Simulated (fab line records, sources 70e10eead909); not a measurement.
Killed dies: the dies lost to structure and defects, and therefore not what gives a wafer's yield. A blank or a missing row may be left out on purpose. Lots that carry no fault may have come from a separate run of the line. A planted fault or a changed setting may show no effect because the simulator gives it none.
Struck lot and sound lot, side by side / flow nandHarc / 15 out of 1302 route steps
Sound: these wafers, L788.1, L788.3, L788.4. Struck: wafers L795.3, L795.4, L795.6. The cause is named last.
Each step with rows lists, per side, the tool, then ch with its chambers, then its first start. Under that, the readings that differ: sound wafers / struck wafers / difference of the means / sigmas: that difference in standard deviations of wafers without a fault.
alike: same words and numbers on both sides, and readings whose means sit less than 2 such deviations apart. not compared: any withheld reading, any reading some wafer has no value for, any bound like >300 that may hide the same value, and any number with overlapping values for which the record gives no deviation.
Wherever a step has rows on one side only, a row that says differs or no value, or a row with sigmas, the two part there. Numbers that have no deviation but don't overlap get no sigmas and don't part them. A reading that every wafer of one side lacks parts them only if that side has two wafers or more.

first, 7 steps without rows for these wafers: NHARC_A_CONTACT_COAT_35 (time 65 s); NHARC_A_CONTACT_COAT_36 (resist thk 90 nm); NHARC_A_CONTACT_SOFTBAKE_37 (time 55 s); NHARC_A_CONTACT_EBR_38; NHARC_A_CONTACT_EXPOSE_39 (exposes mask A CC 3); NHARC_A_CONTACT_PEB_40 (peb time 65 s); NHARC_A_CONTACT_DEVELOP_41 (develop time 35 s).
NHARC_A_CONTACT_CD_MEAS_42: target cd 300 nm.
  sound on cdSem-01 ch 0, day 23 14:43; struck on cdSem-01 ch 0, day 26 02:56
  alike: cdNm
NHARC_A_CONTACT_OVL_MEAS_43:
  struck on overlay-02, day 26 03:01; sound on overlay-01, day 23 14:49
  alike: overlayXNm, overlayYNm
NHARC_A_CONTACT_INSPECT_44:
  struck on defectInspect-02, day 26 03:04; sound on defectInspect-01, day 23 14:51
  alike: rawDefectCount
NHARC_A_CONTACT_DESCUM_47: chemistry O2, time 3 s.
  sound on rieDiel-08 ch 0,2,3, day 23 14:55; struck on rieDiel-08 ch 0,1, day 26 03:07
  alike: drypumpMotorCurrentA, oesProductAu, rfVppV, showerheadPlenumPTorr, throttleValvePct
  not compared: rfHoursCounterH
NHARC_A_CONTACT_ETCH_48: etches the open film in CF4, target depth 39 nm, time 65 s.
  sound on rieDiel-08 ch 2,3, day 23 15:01; struck on rieDiel-08 ch 1,2,3, day 26 03:13
  alike: drypumpMotorCurrentA, oesProductAu, rfVppV, runLengthS, showerheadPlenumPTorr, throttleValvePct
  not compared: rfHoursCounterH
NHARC_A_CONTACT_ETCH_49: etches the open film in N2/H2, target depth 260 nm, time 475.3 s.
  sound on rieDiel-08 ch 0,2,3, day 23 15:10; struck on rieDiel-08 ch 0,1,2, day 26 03:22
reading=runLengthS (s); sound=496.5 497.1 496.1; struck=441.3 441.8 441.1; difference=-55.2; sigmas=-99 or more
  alike: drypumpMotorCurrentA, oesProductAu, rfVppV, showerheadPlenumPTorr, throttleValvePct
  not compared: rfHoursCounterH
NHARC_A_CONTACT_ETCH_50: etches the open film in CF4/CHF3, target depth 121 nm, time 60.5 s.
  sound: rieDiel-08 ch 2,3; struck: rieDiel-08 ch 0,1,3
  alike: drypumpMotorCurrentA, oesProductAu, rfVppV, runLengthS, showerheadPlenumPTorr, throttleValvePct
  not compared: rfHoursCounterH
-- jump in the record: it breaks off in module A_CONTACT and resumes in module END (first step shown: number 1302 of the route), and 4 days separate the struck wafers' starts before and after --
NHARC_END_SORT_01:
  at this point the record logs the struck wafers (prober-01 ch 0, day 29 15:44) and has no rows for the sound ones

## WHERE THEY PART
At NHARC_A_CONTACT_ETCH_49 first; at NHARC_END_SORT_01 last (within this record only).

WHY: whatever the simulator had introduced
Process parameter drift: rieDiel-08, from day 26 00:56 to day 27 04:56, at NHARC_A_CONTACT_ETCH_49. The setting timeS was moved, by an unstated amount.
